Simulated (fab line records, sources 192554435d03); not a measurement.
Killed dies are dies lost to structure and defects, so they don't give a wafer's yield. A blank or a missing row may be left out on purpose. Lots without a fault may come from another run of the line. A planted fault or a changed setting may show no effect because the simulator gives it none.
Chamber matching | flow n5_finfet | N5_PMOS_HMC_CHANNEL_EPI_ETCH_32 on rie_diel-03: 4 sister chambers
The step etches BARC in N2/H2, stops on SiO2, target depth 85.8 nm, time 50.3 s. 4 wafers are shown with their chamber, then 9 later ones without.

WAFERS WITH THEIR CHAMBER
wafer  | chamber | showerhead_plenum_p_Torr (Torr)
L081.6 | 0       | 2.49
L084.1 | 3       | 2.65
L084.5 | 1       | 2.54
L084.6 | 2       | 2.61

WAFERS WITHOUT THEIR CHAMBER
wafer  | showerhead_plenum_p_Torr (Torr)
L085.2 | 2.61
L085.3 | 2.65
L085.5 | 2.65
L091.1 | 2.53
L091.2 | 2.60
L091.5 | 2.53
L092.1 | 2.65
L092.2 | 2.60
L092.3 | 2.49

WHICH CHAMBER EACH WENT THROUGH
wafer  | from the rows above | in truth
L085.2 | 2                   | 2
L085.3 | 3                   | 3
L085.5 | 3                   | 3
L091.1 | 1                   | 1
L091.2 | 2                   | 2
L091.5 | 1                   | 1
L092.1 | 3                   | 3
L092.2 | 2                   | 2
L092.3 | 0                   | 0
Placed correctly: 9 of 9. Can't be placed from these rows: 0. Placed wrongly: 0.
How it was worked out, from the rows above alone: a wafer's distance from a chamber is the root of the sum, over the readings, of the square of ((its reading less the chamber's mean) divided by the reading's scatter). The wafer belongs to the nearest chamber; if the next one is less than 2 further off, it can't be placed. A chamber's mean is the mean of its shown wafers. The scatter: with one shown wafer a chamber, the root of the mean of the squares of how far each hidden wafer lies from its nearest shown one.
